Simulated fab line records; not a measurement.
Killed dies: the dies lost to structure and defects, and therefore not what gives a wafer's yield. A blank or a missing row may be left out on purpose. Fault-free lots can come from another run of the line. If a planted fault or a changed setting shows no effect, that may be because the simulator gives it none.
The tool behind it: which one?	flow n5 finfet	11 lots, 33 wafers sampled, at 5 steps of a route of 1938

WHAT THE GAUGES READ, wafer by wafer
N5_STI_FIN_REVEAL_INSPECT_13: inspects for defects (darkfield).
lot	measured	on	raw defect count
L212	day 2 13:28	defect inspect-01	9 10 7
L213	day 2 19:13	defect inspect-02	18 7 15
L216	day 3 15:12	defect inspect-01	12 16 14
L217	day 3 21:58	defect inspect-01	10 8 15
L218	day 4 01:30	defect inspect-02	8 15 22
L220	day 4 11:59	defect inspect-01	15 7 15
L223	day 5 07:37	defect inspect-02	8 8 11
L224	day 5 16:55	defect inspect-02	6 13 14
L231	day 7 06:51	defect inspect-02	674 663 706
L234	day 8 02:11	defect inspect-01	625 699 690
L235	day 8 09:25	defect inspect-01	18 15 18

EACH LOT AND THE TOOL THAT RAN IT (in order: tool; ch and the chambers of the sampled wafers; start)
lot	N5_FIN_CUT_CUT_ETCH_27	N5_STI_FIN_REVEAL_ALD_14	N5_STI_FIN_REVEAL_DENSIFY_30	N5_STI_FIN_REVEAL_ETCH_34
L212	rie diel-05 ch 2,3, day 2 04:20	ald sin-03 ch 0,1,2, day 2 04:51	rtp anneal-02 ch 0, day 2 10:13	rie si-01 ch 1,2, day 2 12:46
L213	rie diel-05 ch 1,2,3, day 2 09:23	ald sin-03 ch 0,1,3, day 2 09:54	rtp anneal-01 ch 0, day 2 15:28	rie si-01 ch 2,3, day 2 18:32
L216	rie diel-04 ch 0,2, day 3 03:15	ald sin-01 ch 0,2, day 3 05:56	rtp anneal-02 ch 0, day 3 11:59	rie si-01 ch 0,1,3, day 3 14:30
L217	rie diel-04 ch 0,1,2, day 3 10:37	ald sin-03 ch 1,2, day 3 12:18	rtp anneal-02 ch 0, day 3 18:41	rie si-01 ch 0,1,3, day 3 21:16
L218	rie diel-03 ch 1,2, day 3 16:18	ald sin-01 ch 0,1,2, day 3 16:49	rtp anneal-02 ch 0, day 3 22:10	rie si-05 ch 1,2,3, day 4 00:48
L220	rie diel-05 ch 1,3, day 4 02:47	ald sin-03 ch 0,3, day 4 03:20	rtp anneal-01 ch 0, day 4 08:43	rie si-05 ch 1,2, day 4 11:17
L223	rie diel-03 ch 0,1,3, day 4 22:10	ald sin-03 ch 0,1,3, day 4 22:58	rtp anneal-01 ch 0, day 5 04:22	rie si-04 ch 0,2,3, day 5 06:55
L224	rie diel-04 ch 0,1,2, day 5 06:35	ald sin-04 ch 0,1,2, day 5 08:19	rtp anneal-02 ch 0, day 5 13:40	rie si-01 ch 0,1, day 5 16:14
L231	rie diel-03 ch 0,1,3, day 6 21:27	ald sin-04 ch 0,1,3, day 6 21:58	rtp anneal-01 ch 0, day 7 03:35	rie si-05 ch 0,1,2, day 7 06:08
L234	rie diel-05 ch 0,1, day 7 16:55	ald sin-04 ch 0,2, day 7 17:26	rtp anneal-02 ch 0, day 7 22:53	rie si-05 ch 0,1,2, day 8 01:29
L235	rie diel-05 ch 2,3, day 7 23:35	ald sin-04 ch 0,3, day 8 00:06	rtp anneal-02 ch 0, day 8 06:12	rie si-01 ch 0,1,3, day 8 08:43
- N5_FIN_CUT_CUT_ETCH_27: etches SiO2 in CHF3/O2, target depth 4 nm, overetch 2 nm, time 4.9 s.
- N5_STI_FIN_REVEAL_ALD_14: deposits Si3N4, target thk 3 nm.
- N5_STI_FIN_REVEAL_DENSIFY_30
- N5_STI_FIN_REVEAL_ETCH_34: etches Si in H2, material Si, target depth 0.97 nm.

THE ANSWER, worked out from the rows above alone
Rule: the lots themselves supply what counts as usual. Put in order of their means at a reading, lots are off if they are a third of the lots or fewer, leave a main group of 4 or more, and stand apart from it by a gap of 3 or more times the standard deviation of the main group's means; of several such gaps the widest counts. Not used: any main group whose means are identical at the precision the tables above print for the reading. A lot without any number at a reading at which 4 lots or more have one is off too. Where the step has rows for the other lots, those lots are counted as sound.
Off: L231, L234, at N5_STI_FIN_REVEAL_INSPECT_13 (raw defect count). The main group: mean 12, standard deviation 2.6.
If a tool, at a process step before that reading, ran all the lots that are off and no sound lot after the first of them, it fits. Those tools and the gauges at N5_STI_FIN_REVEAL_INSPECT_13 are tried in the same way. One fits: N5_STI_FIN_REVEAL_ETCH_34 on rie si-05. A fault onset in the window from L220 (day 4 11:17, its last sound lot) to L231 (day 7 06:08, its first lot off) fits.

WHAT THE SIMULATOR HAD INSERTED
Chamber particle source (rie si-05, N5_STI_FIN_REVEAL_ETCH_34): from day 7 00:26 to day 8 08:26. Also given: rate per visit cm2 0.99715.
Shown lots that were struck: L231, L234. The rule given above showed the same thing.
